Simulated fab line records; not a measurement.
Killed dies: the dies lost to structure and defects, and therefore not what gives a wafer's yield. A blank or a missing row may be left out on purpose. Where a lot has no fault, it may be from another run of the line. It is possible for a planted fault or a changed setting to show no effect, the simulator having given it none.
Code-filled problem report in 8D (eight disciplines) form + flow nandHarc + the parts of the form that need people (team, actions taken, sign-off) are left out

== 1. WHAT IS WRONG ==
Mean of runLengthS at NHARC_HYBRID_BOND_ACTIVATE_00: 73.3 s across 2 wafers in 2 lots; on wafers with no fault it is 81.2 s (standard deviation 0.44). Relative to the usual mean, that is a shift of -18 standard deviations.
The step: chemistry N2, time 60 s.
First seen on wafer L813.2, day 27 06:02, on rieDiel-08. The record has a number at this step for 31 wafers belonging to 11 lots. Rule for "out" (also "out of limits"): further than 4 standard deviations from the usual mean. The rest of the wafers with a number are treated as sound.

== 2. WHAT IT IS; WHAT IT IS NOT ==
| question                    | is                | is not                                                                                                   |
|-----------------------------|-------------------|----------------------------------------------------------------------------------------------------------|
| which readings at this step | runLengthS        | drypumpMotorCurrentA, oesProductAu, rfVppV, showerheadPlenumPTorr                                        |
| which lots                  | L813, L814        | L805, L807, L809, L821, L822, L823, L825, L826, L827                                                     |
| which wafers of those lots  | L813.2, L814.2    | L813.3, L814.6                                                                                           |
| read on which tools         | rieDiel-08        | rieDiel-11                                                                                               |
| when                        | from day 27 06:02 | up to then (10 sound wafers); but 19 sound wafers of L814, L821, L822, L823, L825, L826, L827 came after |

== 3. WHAT RULES OUT EACH SUSPECT ==
Counting: any tool at a process step up to the reading remains a suspect provided it ran every lot that is out. Sound lots after the first of them don't rule it out here, since some wafers of a struck lot are sound.
- rieDiel-08 at NHARC_HYBRID_BOND_ACTIVATE_00 (chemistry N2, time 60 s): kept. It ran every lot that is out, first L813 (day 27 06:02); its last sound lot up to then is L805 (day 23 15:28). Out on those wafers are its own readings of runLengthS.
Remaining after the count: rieDiel-08 at NHARC_HYBRID_BOND_ACTIVATE_00.

== 4. THE CAUSE (what the simulator had put in) ==
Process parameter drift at NHARC_HYBRID_BOND_ACTIVATE_00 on rieDiel-08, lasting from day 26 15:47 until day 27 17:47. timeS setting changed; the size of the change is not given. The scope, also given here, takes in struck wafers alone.
After counting, this tool was the only one left.

== 5. THE CHAIN OF EFFECTS, in route order ==
Each row: a reading whose mean over the struck wafers that have a number lies more than 3 standard deviations from the usual. Scope: only readings with a usual standard deviation given in the record; hours: median across lots of the time from each lot's start at the first step in this table that gives one to its start at this step; sigmas: change in usual standard deviations.
| hours | step                          | reading    | usual  | on struck wafers | change | sigmas |
|-------|-------------------------------|------------|--------|------------------|--------|--------|
| 0     | NHARC_HYBRID_BOND_ACTIVATE_00 | runLengthS | 81.2 s | 73.3             | -7.9   | -18    |
The process steps in it:
- NHARC_HYBRID_BOND_ACTIVATE_00: chemistry N2, time 60 s.

== 6. WHAT WOULD HAVE CAUGHT IT SOONER ==
In this record the first reading out of limits was taken at day 27 06:02, 14 hours after the fault began at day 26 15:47.
